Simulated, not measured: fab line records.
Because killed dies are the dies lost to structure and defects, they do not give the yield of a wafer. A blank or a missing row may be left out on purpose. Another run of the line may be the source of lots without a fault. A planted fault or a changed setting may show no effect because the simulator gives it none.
Which tool is to blame?    flow nand_harc    60 wafers from 20 lots sampled at 6 of the route's 1302 steps

WHAT THE GAUGES SHOWED, per wafer
The record lacks any reading of a measuring or inspecting step that a usual standard deviation could be used to judge.

WHAT TOOL EACH LOT RAN ON (gives the tool, then ch and the chambers of the sampled wafers, and finally the start)
lot   NHARC_A_CHANNEL_HOLE_D2_ETCH_39  NHARC_A_CHANNEL_HOLE_D2_STRIP_28  NHARC_A_STAIRCASE_ETCH_27       NHARC_A_STAIRCASE_ETCH_197      NHARC_A_STAIRCASE_TRIM_202      NHARC_A_STAIRCASE_TRIM_226
L074  rie_diel-02 ch 0,1,2, no start   rie_diel-02 ch 2,3, no start      rie_diel-13 ch 0,3, no start    rie_diel-13 ch 0,1,2, no start  rie_diel-13 ch 0,1,2, no start  rie_diel-13 ch 0,1, no start
L075  rie_diel-02 ch 1,2,3, no start   rie_diel-05 ch 1,3, no start      rie_diel-01 ch 0,1,2, no start  rie_diel-13 ch 0,1,2, no start  rie_diel-13 ch 0,2, no start    rie_diel-13 ch 0,3, no start
L076  rie_diel-05 ch 0,2,3, no start   rie_diel-02 ch 0,2,3, no start    rie_diel-06 ch 1,2,3, no start  rie_diel-13 ch 1,2,3, no start  rie_diel-13 ch 1,2,3, no start  rie_diel-13 ch 0,1,3, no start
L077  rie_diel-05 ch 0,3, no start     rie_diel-02 ch 1,2, no start      rie_diel-13 ch 0,1,3, no start  rie_diel-06 ch 0,1, no start    rie_diel-06 ch 1,2, no start    rie_diel-01 ch 0,2, no start
L080  rie_diel-12 ch 0,1,2, no start   rie_diel-02 ch 0,2, no start      rie_diel-13 ch 0,2,3, no start  rie_diel-13 ch 0,1, no start    rie_diel-13 ch 0,1,2, no start  rie_diel-06 ch 1,3, no start
L079  rie_diel-05 ch 0,1,2, no start   rie_diel-12 ch 0,1,2, no start    rie_diel-06 ch 0,2,3, no start  rie_diel-06 ch 0,1,3, no start  rie_diel-06 ch 0,2,3, no start  rie_diel-01 ch 0,1,3, no start
L081  rie_diel-12 ch 0,1,3, no start   rie_diel-12 ch 0,1, no start      rie_diel-06 ch 1,2,3, no start  rie_diel-13 ch 1,2, no start    rie_diel-13 ch 2,3, no start    rie_diel-01 ch 2,3, no start
L083  rie_diel-02 ch 0,1,3, no start   rie_diel-02 ch 0,2,3, no start    rie_diel-01 ch 0,1,3, no start  rie_diel-01 ch 2,3, no start    rie_diel-01 ch 1,2, no start    rie_diel-06 ch 0,3, no start
L082  rie_diel-12 ch 1,2, no start     rie_diel-12 ch 1,3, no start      rie_diel-01 ch 0,1, no start    rie_diel-06 ch 0,2, no start    rie_diel-06 ch 0,1, no start    rie_diel-06 ch 0,3, no start
L085  rie_diel-02 ch 0,1, no start     rie_diel-02 ch 1,2, no start      rie_diel-01 ch 0,2, no start    rie_diel-01 ch 0,2,3, no start  rie_diel-01 ch 0,2,3, no start  rie_diel-06 ch 0,3, no start
L086  rie_diel-12 ch 0,1,2, no start   rie_diel-12 ch 1,2,3, no start    rie_diel-13 ch 0,3, no start    rie_diel-13 ch 0,2,3, no start  rie_diel-13 ch 1,2,3, no start  rie_diel-06 ch 1,2,3, no start
L087  rie_diel-05 ch 0,1, no start     rie_diel-05 ch 2,3, no start      rie_diel-13 ch 0,1,2, no start  rie_diel-01 ch 0,2,3, no start  rie_diel-01 ch 0,3, no start    rie_diel-13 ch 0,3, no start
L089  rie_diel-02 ch 0,1,3, no start   rie_diel-05 ch 1,3, no start      rie_diel-06 ch 0,2,3, no start  rie_diel-06 ch 0,1,3, no start  rie_diel-06 ch 0,1,2, no start  rie_diel-13 ch 1,3, no start
L088  rie_diel-12 ch 2,3, no start     rie_diel-02 ch 0,1, no start      rie_diel-13 ch 0,3, no start    rie_diel-13 ch 1,2, no start    rie_diel-13 ch 0,1,3, no start  rie_diel-06 ch 0,3, no start
L090  rie_diel-02 ch 0,1, no start     rie_diel-12 ch 1,2,3, no start    rie_diel-13 ch 0,1,2, no start  rie_diel-06 ch 0,1,3, no start  rie_diel-06 ch 0,2,3, no start  rie_diel-01 ch 0,3, no start
L093  rie_diel-02 ch 2,3, no start     rie_diel-02 ch 1,3, no start      rie_diel-13 ch 0,1,3, no start  rie_diel-13 ch 1,2,3, no start  rie_diel-13 ch 1,2, no start    rie_diel-13 ch 1,2,3, no start
L091  rie_diel-12 ch 1,2, no start     rie_diel-02 ch 1,2,3, no start    rie_diel-13 ch 0,1,3, no start  rie_diel-01 ch 2,3, no start    rie_diel-01 ch 0,1, no start    rie_diel-01 ch 1,3, no start
L092  rie_diel-12 ch 0,1,2, no start   rie_diel-05 ch 0,3, no start      rie_diel-06 ch 1,2, no start    rie_diel-13 ch 0,1,3, no start  rie_diel-13 ch 0,3, no start    rie_diel-01 ch 1,3, no start
L096  rie_diel-02 ch 0,2,3, no start   rie_diel-02 ch 0,1,3, no start    rie_diel-13 ch 0,2,3, no start  rie_diel-06 ch 0,1,2, no start  rie_diel-06 ch 0,1,2, no start  rie_diel-06 ch 0,1,2, no start
L095  rie_diel-05 ch 0,2,3, no start   rie_diel-02 ch 2,3, no start      rie_diel-06 ch 0,1,3, no start  rie_diel-13 ch 0,3, no start    rie_diel-13 ch 0,1,2, no start  rie_diel-06 ch 0,1, no start
- NHARC_A_CHANNEL_HOLE_D2_ETCH_39: etches the open film in N2/H2, target depth 260 nm, time 325 s.
- NHARC_A_CHANNEL_HOLE_D2_STRIP_28: strips in O2.
- NHARC_A_STAIRCASE_ETCH_27: etches the open film in C4F8/O2, target depth 100 nm, time 40.5 s.
- NHARC_A_STAIRCASE_ETCH_197: etches the open film in C4F8/O2, target depth 100 nm, time 40.5 s.
- NHARC_A_STAIRCASE_TRIM_202: chemistry O2, time 211.2 s.
- NHARC_A_STAIRCASE_TRIM_226: chemistry O2, time 211.2 s.

AS READ BY THE TOOLS THEMSELVES (means over the sampled wafers that have a number; for cases with no such wafer, the mark the record gives instead)
NHARC_A_CHANNEL_HOLE_D2_ETCH_39.
lot   tool         chamber_pressure_mTorr (mTorr)  drypump_motor_current_A (A)  oes_product_au (a.u.)  rf_vpp_V (V)  showerhead_plenum_p_Torr (Torr)  throttle_valve_pct (%)
L074  rie_diel-02  30.020                          5.5                          0.991                  428.8         1.97                             14.171
L075  rie_diel-02  29.999                          5.3                          0.998                  429.1         2.00                             14.182
L076  rie_diel-05  30.013                          5.4                          1.009                  430.9         2.06                             14.175
L077  rie_diel-05  29.994                          5.6                          0.998                  431.6         2.06                             14.171
L080  rie_diel-12  30.009                          5.5                          0.995                  433.0         2.16                             14.168
L079  rie_diel-05  29.978                          5.4                          0.990                  430.3         2.02                             14.170
L081  rie_diel-12  29.981                          5.1                          1.005                  432.5         2.09                             14.169
L083  rie_diel-02  30.038                          5.3                          1.001                  429.9         1.99                             14.179
L082  rie_diel-12  30.019                          5.7                          0.992                  433.2         2.13                             14.174
L085  rie_diel-02  30.033                          5.6                          0.999                  431.2         2.02                             14.177
L086  rie_diel-12  30.007                          5.5                          0.997                  433.8         2.16                             14.163
L087  rie_diel-05  30.001                          5.5                          1.006                  428.3         1.97                             14.160
L089  rie_diel-02  30.005                          5.3                          0.993                  428.3         1.99                             14.169
L088  rie_diel-12  29.993                          5.3                          0.993                  432.4         2.11                             14.165
L090  rie_diel-02  29.993                          5.5                          0.993                  428.5         1.96                             14.181
L093  rie_diel-02  29.969                          5.0                          0.985                  427.8         1.96                             14.168
L091  rie_diel-12  29.994                          5.6                          0.999                  433.5         2.13                             14.185
L092  rie_diel-12  30.045                          5.5                          0.995                  433.5         2.16                             14.161
L096  rie_diel-02  29.989                          5.2                          0.999                  427.9         1.94                             14.171
L095  rie_diel-05  30.013                          5.5                          1.001                  431.6         2.06                             14.163

NHARC_A_CHANNEL_HOLE_D2_STRIP_28.
lot   tool         chamber_pressure_mTorr (mTorr)  drypump_motor_current_A (A)  oes_product_au (a.u.)  rf_vpp_V (V)  showerhead_plenum_p_Torr (Torr)  throttle_valve_pct (%)
L074  rie_diel-02  59.98                           5.2                          0.992                  57.3          3.39                             17.040
L075  rie_diel-05  59.99                           5.7                          1.013                  57.5          3.43                             17.035
L076  rie_diel-02  59.94                           5.2                          0.999                  57.6          3.37                             17.037
L077  rie_diel-02  60.03                           5.7                          0.995                  57.2          3.51                             17.031
L080  rie_diel-02  59.97                           5.4                          0.993                  57.3          3.34                             17.044
L079  rie_diel-12  60.01                           5.5                          0.994                  58.5          3.72                             17.036
L081  rie_diel-12  59.97                           5.4                          0.996                  58.2          3.68                             17.033
L083  rie_diel-02  60.00                           5.2                          1.002                  58.2          3.37                             17.040
L082  rie_diel-12  60.01                           5.3                          1.006                  58.3          3.56                             17.037
L085  rie_diel-02  59.98                           5.6                          0.991                  58.1          3.43                             17.038
L086  rie_diel-12  59.96                           5.3                          1.004                  57.8          3.60                             17.029
L087  rie_diel-05  60.01                           5.6                          1.008                  57.8          3.56                             17.032
L089  rie_diel-05  59.99                           5.7                          0.998                  57.6          3.43                             17.027
L088  rie_diel-02  60.00                           5.5                          1.001                  57.9          3.40                             17.042
L090  rie_diel-12  60.06                           5.3                          0.995                  58.2          3.60                             17.042
L093  rie_diel-02  60.08                           5.1                          0.991                  58.0          3.49                             17.042
L091  rie_diel-02  60.05                           5.3                          1.005                  57.2          3.46                             17.036
L092  rie_diel-05  60.00                           5.6                          0.996                  57.2          3.55                             17.034
L096  rie_diel-02  60.02                           5.3                          0.997                  57.5          3.45                             17.035
L095  rie_diel-02  59.99                           5.2                          0.988                  56.9          3.38                             17.040

NHARC_A_STAIRCASE_ETCH_27.
lot   tool         chamber_pressure_mTorr (mTorr)  oes_product_au (a.u.)  rf_vpp_V (V)
L074  rie_diel-13  25.006                          0.953                  897
L075  rie_diel-01  25.023                          0.932                  899
L076  rie_diel-06  25.012                          0.927                  893
L077  rie_diel-13  25.022                          0.942                  900
L080  rie_diel-13  25.005                          0.941                  897
L079  rie_diel-06  25.010                          0.944                  894
L081  rie_diel-06  25.001                          0.943                  893
L083  rie_diel-01  25.016                          0.929                  901
L082  rie_diel-01  24.987                          0.953                  901
L085  rie_diel-01  25.000                          0.927                  897
L086  rie_diel-13  25.003                          0.942                  897
L087  rie_diel-13  25.036                          0.930                  899
L089  rie_diel-06  24.999                          0.945                  894
L088  rie_diel-13  24.987                          0.948                  898
L090  rie_diel-13  25.005                          0.942                  898
L093  rie_diel-13  25.017                          0.939                  899
L091  rie_diel-13  25.012                          0.946                  899
L092  rie_diel-06  25.001                          0.930                  899
L096  rie_diel-13  25.003                          0.953                  897
L095  rie_diel-06  25.012                          0.933                  897

NHARC_A_STAIRCASE_ETCH_197.
lot   tool         chamber_pressure_mTorr (mTorr)  oes_product_au (a.u.)  rf_vpp_V (V)
L074  rie_diel-13  24.975                          0.966                  899
L075  rie_diel-13  25.014                          0.945                  901
L076  rie_diel-13  25.017                          0.940                  899
L077  rie_diel-06  24.985                          0.959                  888
L080  rie_diel-13  25.019                          0.935                  900
L079  rie_diel-06  24.999                          0.941                  891
L081  rie_diel-13  24.981                          0.981                  899
L083  rie_diel-01  24.998                          0.938                  898
L082  rie_diel-06  24.968                          0.950                  892
L085  rie_diel-01  25.004                          0.930                  901
L086  rie_diel-13  24.988                          0.965                  897
L087  rie_diel-01  24.992                          0.933                  900
L089  rie_diel-06  24.970                          0.952                  897
L088  rie_diel-13  25.005                          0.952                  899
L090  rie_diel-06  25.009                          0.947                  896
L093  rie_diel-13  24.986                          0.958                  899
L091  rie_diel-01  25.002                          0.974                  897
L092  rie_diel-13  25.010                          0.945                  897
L096  rie_diel-06  24.992                          0.919                  897
L095  rie_diel-13  24.999                          0.952                  896

NHARC_A_STAIRCASE_TRIM_202.
lot   tool         chamber_pressure_mTorr (mTorr)  drypump_motor_current_A (A)  oes_product_au (a.u.)  rf_vpp_V (V)  showerhead_plenum_p_Torr (Torr)  throttle_valve_pct (%)
L074  rie_diel-13  60.01                           5.6                          1.001                  58.2          3.64                             17.042
L075  rie_diel-13  59.98                           5.4                          1.000                  58.9          3.59                             17.040
L076  rie_diel-13  60.00                           5.8                          1.005                  58.7          3.63                             17.045
L077  rie_diel-06  60.01                           5.8                          0.992                  57.6          3.37                             17.035
L080  rie_diel-13  60.00                           5.6                          0.998                  58.2          3.63                             17.035
L079  rie_diel-06  60.01                           5.6                          1.001                  57.3          3.49                             17.040
L081  rie_diel-13  60.05                           5.6                          1.011                  58.4          3.55                             17.032
L083  rie_diel-01  59.99                           5.7                          0.986                  57.6          3.50                             17.046
L082  rie_diel-06  60.01                           5.5                          0.995                  57.0          3.31                             17.033
L085  rie_diel-01  59.96                           5.7                          0.997                  57.8          3.66                             17.034
L086  rie_diel-13  60.03                           5.8                          1.009                  57.7          3.60                             17.042
L087  rie_diel-01  59.98                           5.6                          0.997                  58.9          3.75                             17.042
L089  rie_diel-06  60.03                           5.7                          1.004                  57.7          3.57                             17.031
L088  rie_diel-13  59.99                           5.7                          0.998                  58.1          3.61                             17.036
L090  rie_diel-06  60.09                           5.6                          0.999                  58.2          3.47                             17.035
L093  rie_diel-13  59.99                           5.7                          1.012                  58.7          3.59                             17.038
L091  rie_diel-01  60.06                           5.8                          0.996                  58.2          3.61                             17.038
L092  rie_diel-13  59.97                           5.7                          1.005                  56.9          3.55                             17.047
L096  rie_diel-06  60.02                           5.7                          1.000                  58.4          3.56                             17.045
L095  rie_diel-13  60.02                           5.6                          1.001                  57.2          3.60                             17.038

NHARC_A_STAIRCASE_TRIM_226.
lot   tool         chamber_pressure_mTorr (mTorr)  drypump_motor_current_A (A)  oes_product_au (a.u.)  rf_vpp_V (V)  showerhead_plenum_p_Torr (Torr)  throttle_valve_pct (%)
L074  rie_diel-13  59.99                           5.7                          0.998                  58.2          3.70                             17.031
L075  rie_diel-13  60.05                           5.5                          1.000                  57.8          3.60                             17.035
L076  rie_diel-13  60.03                           5.7                          1.001                  57.9          3.64                             17.027
L077  rie_diel-01  60.04                           5.5                          0.990                  57.8          3.59                             17.033
L080  rie_diel-06  60.01                           5.5                          0.995                  57.4          3.36                             17.030
L079  rie_diel-01  60.03                           5.8                          1.002                  59.2          3.69                             17.040
L081  rie_diel-01  60.07                           5.7                          0.997                  58.3          3.57                             17.037
L083  rie_diel-06  59.97                           5.3                          0.995                  58.2          3.43                             17.039
L082  rie_diel-06  60.02                           5.3                          0.998                  58.4          3.43                             17.037
L085  rie_diel-06  59.98                           5.2                          1.014                  57.4          3.43                             17.042
L086  rie_diel-06  59.96                           5.7                          0.994                  57.8          3.44                             17.027
L087  rie_diel-13  59.91                           5.5                          0.997                  57.0          3.57                             17.037
L089  rie_diel-13  59.94                           5.9                          1.004                  58.6          3.66                             17.031
L088  rie_diel-06  60.00                           5.3                          1.006                  57.7          3.42                             17.037
L090  rie_diel-01  59.97                           5.7                          1.008                  57.8          3.74                             17.035
L093  rie_diel-13  60.02                           5.8                          1.004                  57.8          3.59                             17.042
L091  rie_diel-01  59.96                           6.0                          0.989                  58.5          3.60                             17.042
L092  rie_diel-01  60.00                           6.1                          0.996                  57.6          3.65                             17.032
L096  rie_diel-06  59.92                           5.7                          1.002                  58.1          3.56                             17.042
L095  rie_diel-06  60.00                           5.4                          1.003                  57.6          3.51                             17.037

THE ANSWER, worked out from the rows above alone
Rule: the usual values come from the lots themselves. Put in order of their means at a reading, lots are off if they are a third of the lots or fewer, leave a main group of 4 or more, and stand apart from it by a gap of 3 or more times the standard deviation of the main group's means; of several such gaps the widest counts. A main group whose means are all the same, to the digits that the tables above print for the reading, isn't used. Also off: a lot with no number at a reading for which 4 or more lots have one. Where the step has rows for the other lots, those lots are counted as sound. The gauges are gone through in route order, then the tools' own readings, and for those a lot's mean is taken as printed above. At the first step where some lot is off, the reading lying furthest off is the one used; lots without a number count as furthest.
Nothing can be told from this: no lot is off at any reading shown.

WHAT HAD BEEN PUT IN BY THE SIMULATOR
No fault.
